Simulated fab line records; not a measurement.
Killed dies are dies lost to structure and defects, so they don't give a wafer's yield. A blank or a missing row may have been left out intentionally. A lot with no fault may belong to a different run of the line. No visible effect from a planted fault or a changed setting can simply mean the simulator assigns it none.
Chamber matching / flow n5 finfet / N5_BEOL_M8_ETCH_66 on rie diel-05: 4 sister chambers
The step etches SOC in N2/H2, target depth 80 nm, overetch 16 nm, time 120 s. 20 wafers are shown with their chamber, then 10 later ones without.

## EACH WAFER AND ITS CHAMBER
wafer=L076.1; chamber=2; showerhead plenum p Torr (Torr)=2.57; drypump motor current A (A)=5.5; throttle valve pct (%)=17.69
wafer=L076.3; chamber=1; showerhead plenum p Torr (Torr)=2.64; drypump motor current A (A)=5.5; throttle valve pct (%)=17.98
wafer=L076.5; chamber=3; showerhead plenum p Torr (Torr)=2.46; drypump motor current A (A)=5.8; throttle valve pct (%)=17.62
wafer=L079.2; chamber=3; showerhead plenum p Torr (Torr)=2.46; drypump motor current A (A)=5.8; throttle valve pct (%)=17.64
wafer=L079.4; chamber=2; showerhead plenum p Torr (Torr)=2.57; drypump motor current A (A)=5.5; throttle valve pct (%)=17.71
wafer=L079.5; chamber=0; showerhead plenum p Torr (Torr)=2.68; drypump motor current A (A)=5.7; throttle valve pct (%)=17.43
wafer=L085.2; chamber=2; showerhead plenum p Torr (Torr)=2.56; drypump motor current A (A)=5.5; throttle valve pct (%)=17.72
wafer=L085.4; chamber=2; showerhead plenum p Torr (Torr)=2.56; drypump motor current A (A)=5.5; throttle valve pct (%)=17.73
wafer=L085.5; chamber=3; showerhead plenum p Torr (Torr)=2.45; drypump motor current A (A)=5.8; throttle valve pct (%)=17.65
wafer=L088.1; chamber=0; showerhead plenum p Torr (Torr)=2.68; drypump motor current A (A)=5.7; throttle valve pct (%)=17.45
wafer=L088.4; chamber=2; showerhead plenum p Torr (Torr)=2.56; drypump motor current A (A)=5.5; throttle valve pct (%)=17.73
wafer=L088.5; chamber=2; showerhead plenum p Torr (Torr)=2.56; drypump motor current A (A)=5.5; throttle valve pct (%)=17.73
wafer=L089.1; chamber=0; showerhead plenum p Torr (Torr)=2.68; drypump motor current A (A)=5.6; throttle valve pct (%)=17.44
wafer=L089.3; chamber=1; showerhead plenum p Torr (Torr)=2.63; drypump motor current A (A)=5.5; throttle valve pct (%)=18.04
wafer=L089.6; chamber=2; showerhead plenum p Torr (Torr)=2.56; drypump motor current A (A)=5.5; throttle valve pct (%)=17.75
wafer=L091.1; chamber=2; showerhead plenum p Torr (Torr)=2.56; drypump motor current A (A)=5.5; throttle valve pct (%)=17.75
wafer=L091.2; chamber=0; showerhead plenum p Torr (Torr)=2.67; drypump motor current A (A)=5.7; throttle valve pct (%)=17.46
wafer=L091.6; chamber=2; showerhead plenum p Torr (Torr)=2.56; drypump motor current A (A)=5.5; throttle valve pct (%)=17.77
wafer=L095.1; chamber=0; showerhead plenum p Torr (Torr)=2.67; drypump motor current A (A)=5.7; throttle valve pct (%)=17.48
wafer=L095.4; chamber=2; showerhead plenum p Torr (Torr)=2.55; drypump motor current A (A)=5.5; throttle valve pct (%)=17.77

SIGNATURES (means of the wafers above)
reading=showerhead plenum p Torr; chamber 0=2.6760; chamber 1=2.6350; chamber 2=2.5610; chamber 3=2.4567; scatter within a chamber=0.00574
reading=drypump motor current A; chamber 0=5.680; chamber 1=5.500; chamber 2=5.500; chamber 3=5.800; scatter within a chamber=0.0224
reading=throttle valve pct; chamber 0=17.4520; chamber 1=18.0100; chamber 2=17.7350; chamber 3=17.6367; scatter within a chamber=0.0245
Rule: for each reading, subtract the chamber's mean from the wafer's reading, divide by that reading's scatter and square the result; add these up over the readings and take the root, which gives the wafer's distance from the chamber. If the next closest chamber is less than 2 further off than the closest, the wafer can't be placed; otherwise it belongs to the closest. The scatter is the square root of a quotient: the sum, over the shown wafers, of each reading's squared deviation from its chamber's mean, divided by wafers minus chambers.

## WAFERS WITHOUT THEIR CHAMBER
wafer=L095.5; showerhead plenum p Torr (Torr)=2.62; drypump motor current A (A)=5.5; throttle valve pct (%)=18.06
wafer=L093.3; showerhead plenum p Torr (Torr)=2.55; drypump motor current A (A)=5.5; throttle valve pct (%)=17.76
wafer=L093.4; showerhead plenum p Torr (Torr)=2.67; drypump motor current A (A)=5.7; throttle valve pct (%)=17.48
wafer=L093.6; showerhead plenum p Torr (Torr)=2.62; drypump motor current A (A)=5.5; throttle valve pct (%)=18.05
wafer=L094.1; showerhead plenum p Torr (Torr)=2.62; drypump motor current A (A)=5.5; throttle valve pct (%)=18.07
wafer=L094.4; showerhead plenum p Torr (Torr)=2.44; drypump motor current A (A)=5.8; throttle valve pct (%)=17.69
wafer=L094.6; showerhead plenum p Torr (Torr)=2.44; drypump motor current A (A)=5.8; throttle valve pct (%)=17.70
wafer=L096.3; showerhead plenum p Torr (Torr)=2.67; drypump motor current A (A)=5.7; throttle valve pct (%)=17.48
wafer=L096.4; showerhead plenum p Torr (Torr)=2.55; drypump motor current A (A)=5.5; throttle valve pct (%)=17.78
wafer=L096.6; showerhead plenum p Torr (Torr)=2.55; drypump motor current A (A)=5.5; throttle valve pct (%)=17.78

## EACH ONE'S CHAMBER
wafer=L095.5; from the rows above=1; in truth=1
wafer=L093.3; from the rows above=2; in truth=2
wafer=L093.4; from the rows above=0; in truth=0
wafer=L093.6; from the rows above=1; in truth=1
wafer=L094.1; from the rows above=1; in truth=1
wafer=L094.4; from the rows above=3; in truth=3
wafer=L094.6; from the rows above=3; in truth=3
wafer=L096.3; from the rows above=0; in truth=0
wafer=L096.4; from the rows above=2; in truth=2
wafer=L096.6; from the rows above=2; in truth=2
Correctly placed: 10 of 10. Number that these rows cannot place: 0. Wrongly placed: 0.
